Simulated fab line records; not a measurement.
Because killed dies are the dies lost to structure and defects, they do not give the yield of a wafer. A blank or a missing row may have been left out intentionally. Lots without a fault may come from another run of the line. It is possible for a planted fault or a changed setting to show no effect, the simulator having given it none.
What tool caused it? | flow nand harc | 13 lots with 39 wafers sampled at 5 steps, on a route of 1302 steps

## WHAT THE GAUGES READ, wafer by wafer
NHARC_A_BONDPAD_OVL_MEAS_35. Usual: overlay x nm 0 nm, standard deviation 5.3; overlay y nm 0 nm, standard deviation 4.9.
lot  | measured     | on         | overlay x nm (nm) | overlay y nm (nm) | flag
L854 | day 25 16:54 | overlay-01 | 2 2 2             | 7 7 7             |
L855 | day 25 22:11 | overlay-02 | 3 3 3             | -1 -2 -1          |
L856 | day 26 02:14 | overlay-02 | -5 -4 -4          | 4 3 4             |
L857 | day 26 08:38 | overlay-01 | 8 7 7             | 1 1 1             |
L858 | day 26 17:45 | overlay-02 | -3 -4 -3          | -3 -3 -3          |
L860 | day 27 07:26 | overlay-01 | 0 0 0             | 1 1 1             |
L859 | day 27 12:05 | overlay-02 | 2 3 2             | -11 -11 -11       |
L862 | day 27 19:35 | overlay-01 | 1 1 1             | 0 0 -1            |
L863 | day 28 14:59 | overlay-02 | 8 9 8             | -9 -10 -9         |
L865 | day 29 12:57 | overlay-02 | -3 -3 -4          | 2 3 2             |
L871 | day 31 18:26 | overlay-01 | 4 3 3             | 6 6 6             |
L873 | day 32 05:03 | overlay-02 | -5 -6 -6          | 4 4 5             |
L872 | day 32 06:53 | overlay-02 | -2 -2 -2          | 0 0 -1            |

NHARC_A_BONDPAD_INSPECT_23. Usual: raw defect count at 562, with a standard deviation of 120.
lot  | measured     | on                | raw defect count | flag
L854 | day 25 19:38 | defect inspect-01 | 383 310 387      |
L855 | day 26 00:58 | defect inspect-01 | 504 529 458      |
L856 | day 26 05:07 | defect inspect-01 | 398 554 502      |
L857 | day 26 11:23 | defect inspect-01 | 530 566 546      |
L858 | day 26 20:27 | defect inspect-02 | 628 696 573      |
L860 | day 27 10:09 | defect inspect-02 | 534 570 432      |
L859 | day 27 14:47 | defect inspect-01 | 442 418 367      |
L862 | day 27 22:16 | defect inspect-01 | 474 535 528      |
L863 | day 28 17:39 | defect inspect-02 | 542 773 545      |
L865 | day 29 15:37 | defect inspect-01 | 648 460 628      |
L871 | day 31 21:10 | defect inspect-01 | 534 568 642      |
L873 | day 32 07:57 | defect inspect-01 | 602 703 468      |
L872 | day 32 09:34 | defect inspect-01 | 490 560 564      |

NHARC_END_SORT_01. Usual: defect limited yield 91 %, standard deviation 3.1; killed at array 59, standard deviation 21; killed at other 1.0, standard deviation 1.1; killed at periphery 4.0, standard deviation 2.6; killed dies 64, standard deviation 21; killed open 3.2, standard deviation 1.7; killed short 2.5, standard deviation 1.5.
lot  | measured     | on        | defect limited yield (%) | killed at array | killed at other | killed at periphery | killed dies | killed open | killed short | flag
L854 | day 27 00:02 | prober-02 | 95 96 95                 | 22 21 36        | 0 0 0           | 9 5 1               | 31 26 37    | 4 4 1       | 3 3 5        |
L855 | day 27 06:09 | prober-01 | 92 92 92                 | 55 53 51        | 0 1 0           | 1 2 4               | 56 56 55    | 5 4 1       | 2 0 3        |
L856 | day 27 14:42 | prober-01 | 91 91 92                 | 58 62 50        | 0 0 0           | 3 2 6               | 61 64 56    | 5 2 3       | 1 2 3        |
L857 | day 27 18:27 | prober-02 | 88 90 90                 | 80 68 65        | 0 1 0           | 3 1 1               | 83 70 66    | 3 3 1       | 2 2 0        |
L858 | day 28 05:12 | prober-01 | 89 91 90                 | 66 51 60        | 2 5 3           | 4 3 3               | 72 59 66    | 2 4 3       | 2 3 2        |
L860 | day 28 16:09 | prober-01 | 87 85 86                 | 86 98 93        | 0 1 0           | 3 1 1               | 89 100 94   | 3 0 0       | 4 6 4        |
L859 | day 28 15:20 | prober-02 | 91 92 91                 | 51 48 47        | 2 1 1           | 8 4 13              | 61 53 61    | 5 0 5       | 1 4 1        |
L862 | day 29 01:25 | prober-02 | 88 88 87                 | 80 75 85        | 1 2 1           | 3 2 3               | 84 79 89    | 3 1 2       | 3 2 1        |
L863 | day 29 22:45 | prober-01 | 87 84 86                 | 79 99 87        | 0 2 2           | 9 7 3               | 88 108 92   | 1 1 2       | 4 2 2        |
L865 | day 30 17:33 | prober-02 | 90 89 89                 | 68 71 66        | 0 3 5           | 2 3 6               | 70 77 77    | 2 4 4       | 3 4 3        |
L871 | day 33 06:11 | prober-01 | 0 0 0                    | 668 673 671     | 1 0 1           | 8 4 5               | 677 677 677 | 3 3 6       | 5 2 1        | OFF
L873 | day 33 14:02 | prober-01 | 92 91 92                 | 47 56 50        | 1 1 0           | 4 3 1               | 52 60 51    | 3 1 3       | 3 3 1        |
L872 | day 33 14:00 | prober-02 | 0 0 0                    | 669 673 667     | 0 0 0           | 8 4 10              | 677 677 677 | 3 3 5       | 6 1 1        | OFF

## WHAT TOOL EACH LOT RAN ON (gives the tool, then ch and the chambers of the sampled wafers, and finally the start)
lot  | NHARC_A_BONDPAD_PVD_27       | NHARC_HYBRID_BOND_ACTIVATE_00
L854 | pvd sputter-02, day 25 18:16 | rie diel-12 ch 2,3, day 25 19:43
L855 | pvd sputter-02, day 25 23:35 | rie diel-07 ch 0,1,3, day 26 01:02
L856 | pvd sputter-03, day 26 03:35 | rie diel-07 ch 0,1,2, day 26 05:13
L857 | pvd sputter-01, day 26 10:02 | rie diel-07 ch 2,3, day 26 11:26
L858 | pvd sputter-02, day 26 19:04 | rie diel-12 ch 0,1,3, day 26 20:32
L860 | pvd sputter-02, day 27 08:44 | rie diel-07 ch 0,1,3, day 27 10:13
L859 | pvd sputter-03, day 27 13:23 | rie diel-07 ch 1,2, day 27 14:50
L862 | pvd sputter-03, day 27 20:53 | rie diel-09 ch 2,3, day 27 22:19
L863 | pvd sputter-02, day 28 16:16 | rie diel-07 ch 0,1,2, day 28 17:43
L865 | pvd sputter-03, day 29 14:14 | rie diel-07 ch 0,1,2, day 29 15:41
L871 | pvd sputter-03, day 31 19:45 | -
L873 | pvd sputter-02, day 32 06:23 | rie diel-07 ch 0,3, day 32 08:01
L872 | pvd sputter-02, day 32 08:11 | -
- NHARC_A_BONDPAD_PVD_27: deposits Cu, target thk 30 nm, time 20.49 s.
- NHARC_HYBRID_BOND_ACTIVATE_00: chemistry N2, time 60 s.

## WHAT THE TOOLS THEMSELVES READ (means of the sampled wafers that have a number; where no wafer has one, the mark that the record gives instead)
NHARC_A_BONDPAD_PVD_27. Usual: cathode dc power W 4999.9 W, standard deviation 0.92; chamber pressure pa 5.000 Pa, standard deviation 0.0098; throttle valve pct 30.3 %, standard deviation 1.3.
lot  | tool           | cathode dc power W (W) | chamber pressure pa (Pa) | throttle valve pct (%) | flag
L854 | pvd sputter-02 | 5000.6                 | 5.011                    | 29.9                   |
L855 | pvd sputter-02 | 5000.2                 | 5.005                    | 30.2                   |
L856 | pvd sputter-03 | 4999.7                 | 4.994                    | 29.8                   |
L857 | pvd sputter-01 | 5000.0                 | 5.005                    | 31.2                   |
L858 | pvd sputter-02 | 4999.3                 | 4.995                    | 29.8                   |
L860 | pvd sputter-02 | 5000.0                 | 4.998                    | 29.3                   |
L859 | pvd sputter-03 | 5000.2                 | 4.997                    | 29.6                   |
L862 | pvd sputter-03 | 4999.5                 | 4.991                    | 29.8                   |
L863 | pvd sputter-02 | 5000.0                 | 5.003                    | 30.0                   |
L865 | pvd sputter-03 | 4999.4                 | 4.989                    | 29.2                   |
L871 | pvd sputter-03 | -                      | -                        | -                      | OFF
L873 | pvd sputter-02 | 4999.4                 | 4.996                    | 30.0                   |
L872 | pvd sputter-02 | -                      | -                        | -                      | OFF

NHARC_HYBRID_BOND_ACTIVATE_00. Usual: drypump motor current A 5.9 A, standard deviation 0.49; oes product au 1.001 a.u., standard deviation 0.014; rf vpp V 64.3 V, standard deviation 0.83; showerhead plenum p Torr 1.78 Torr, standard deviation 0.042.
lot  | tool        | drypump motor current A (A) | oes product au (a.u.) | rf vpp V (V) | showerhead plenum p Torr (Torr) | flag
L854 | rie diel-12 | 5.7                         | 1.008                 | 64.6         | 1.71                            |
L855 | rie diel-07 | 5.6                         | 0.998                 | 64.3         | 1.79                            |
L856 | rie diel-07 | 5.9                         | 1.006                 | 63.9         | 1.79                            |
L857 | rie diel-07 | 6.4                         | 0.993                 | 63.7         | 1.78                            |
L858 | rie diel-12 | 6.1                         | 1.007                 | 62.6         | 1.68                            |
L860 | rie diel-07 | 5.6                         | 1.007                 | 64.0         | 1.79                            |
L859 | rie diel-07 | 5.8                         | 0.998                 | 64.6         | 1.78                            |
L862 | rie diel-09 | 6.2                         | 1.016                 | 64.4         | 1.80                            |
L863 | rie diel-07 | 5.8                         | 0.995                 | 64.0         | 1.79                            |
L865 | rie diel-07 | 5.8                         | 0.999                 | 63.8         | 1.79                            |
L873 | rie diel-07 | 5.8                         | 1.004                 | 64.9         | 1.79                            |

## THE ANSWER, worked out from the rows above alone
Rule: lot off if the mean of its wafers having a number is beyond 3 standard deviations from the usual mean. Also off: a lot with no number at a reading for which 4 or more lots have one. The other lots that the step has rows for count as sound. After the gauges, taken in route order, come the tools' own readings; for these a lot's mean is taken, as printed above. At the first step where some lot is off, the reading lying furthest off is the one used; lots without a number count as furthest.
Off: L871, L872, at NHARC_END_SORT_01 (defect limited yield).
A tool fits if, at a process step before that reading, it ran every lot that is off, and no sound lot after the first of them. The gauges at NHARC_END_SORT_01 aren't tried: what is off there is off at NHARC_A_BONDPAD_PVD_27 too, on other tools, and a gauge's error can't cause that. Of those tried, none fits.

## WHAT HAD BEEN PUT IN BY THE SIMULATOR
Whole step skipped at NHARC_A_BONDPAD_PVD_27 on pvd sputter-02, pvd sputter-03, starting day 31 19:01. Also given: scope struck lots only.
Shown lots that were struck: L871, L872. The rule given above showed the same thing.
